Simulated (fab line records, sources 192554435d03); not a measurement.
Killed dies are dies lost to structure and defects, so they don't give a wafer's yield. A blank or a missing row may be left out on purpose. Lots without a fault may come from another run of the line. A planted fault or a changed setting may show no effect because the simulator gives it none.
Chamber matching | flow n5_finfet | N5_SDB_HM_DEP_00 on pecvd-02: 3 sister chambers
The step deposits SiNx from SiH4/NH3/N2, target thk 40 nm, time 35.3 s. 20 wafers are shown with their chamber, then 10 later ones without.

WAFERS WITH THEIR CHAMBER
wafer  | chamber | throttle_valve_pct (%) | showerhead_plenum_p_Torr (Torr) | heater_power_w (W)
L074.2 | 2       | 35.1                   | 5.21                            | 798
L074.4 | 2       | 34.9                   | 5.22                            | 789
L074.5 | 1       | 39.6                   | 5.09                            | 673
L075.1 | 0       | 38.6                   | 5.22                            | 817
L075.3 | 0       | 38.4                   | 5.21                            | 812
L075.5 | 1       | 39.4                   | 5.09                            | 675
L082.2 | 0       | 38.6                   | 5.23                            | 730
L082.5 | 2       | 35.4                   | 5.21                            | 812
L082.6 | 1       | 39.4                   | 5.09                            | 614
L083.1 | 1       | 39.7                   | 5.09                            | 657
L083.2 | 2       | 35.5                   | 5.20                            | 736
L083.3 | 0       | 39.0                   | 5.22                            | 764
L086.4 | 0       | 38.7                   | 5.23                            | 781
L086.5 | 1       | 39.5                   | 5.11                            | 631
L086.6 | 2       | 35.6                   | 5.22                            | 807
L087.1 | 1       | 39.3                   | 5.10                            | 634
L087.3 | 0       | 38.5                   | 5.23                            | 678
L087.5 | 1       | 39.7                   | 5.08                            | 643
L089.3 | 2       | 35.8                   | 5.22                            | 804
L089.4 | 2       | 35.7                   | 5.23                            | 830

SIGNATURES (means of the wafers above)
reading                  | chamber 0 | chamber 1 | chamber 2 | scatter within a chamber
throttle_valve_pct       | 38.633    | 39.514    | 35.429    | 0.242
showerhead_plenum_p_Torr | 5.2233    | 5.0929    | 5.2157    | 0.00923
heater_power_w           | 763.67    | 646.71    | 796.57    | 36.2
Rule: a wafer's distance from a chamber is the root of the sum, over the readings, of the square of ((its reading less the chamber's mean) divided by the reading's scatter). The wafer belongs to the nearest chamber; if the next one is less than 2 further off, it can't be placed. The scatter: the root of (the sum of the squares of (reading less its chamber's mean) over the shown wafers, divided by (wafers less chambers)).

WAFERS WITHOUT THEIR CHAMBER
wafer  | throttle_valve_pct (%) | showerhead_plenum_p_Torr (Torr) | heater_power_w (W)
L089.6 | 38.8                   | 5.21                            | 811
L091.1 | 38.8                   | 5.22                            | 697
L091.3 | 39.6                   | 5.10                            | 659
L091.4 | 35.5                   | 5.21                            | 783
L093.1 | 39.0                   | 5.23                            | 790
L093.4 | 39.0                   | 5.22                            | 811
L093.5 | 35.8                   | 5.23                            | 702
L097.1 | 39.1                   | 5.22                            | 708
L097.2 | 39.4                   | 5.09                            | 577
L097.5 | 38.8                   | 5.21                            | 696

WHICH CHAMBER EACH WENT THROUGH
wafer  | from the rows above | in truth
L089.6 | 0                   | 0
L091.1 | 0                   | 0
L091.3 | 1                   | 1
L091.4 | 2                   | 2
L093.1 | 0                   | 0
L093.4 | 0                   | 0
L093.5 | 2                   | 2
L097.1 | 0                   | 0
L097.2 | 1                   | 1
L097.5 | 0                   | 0
Placed correctly: 10 of 10. Can't be placed from these rows: 0. Placed wrongly: 0.
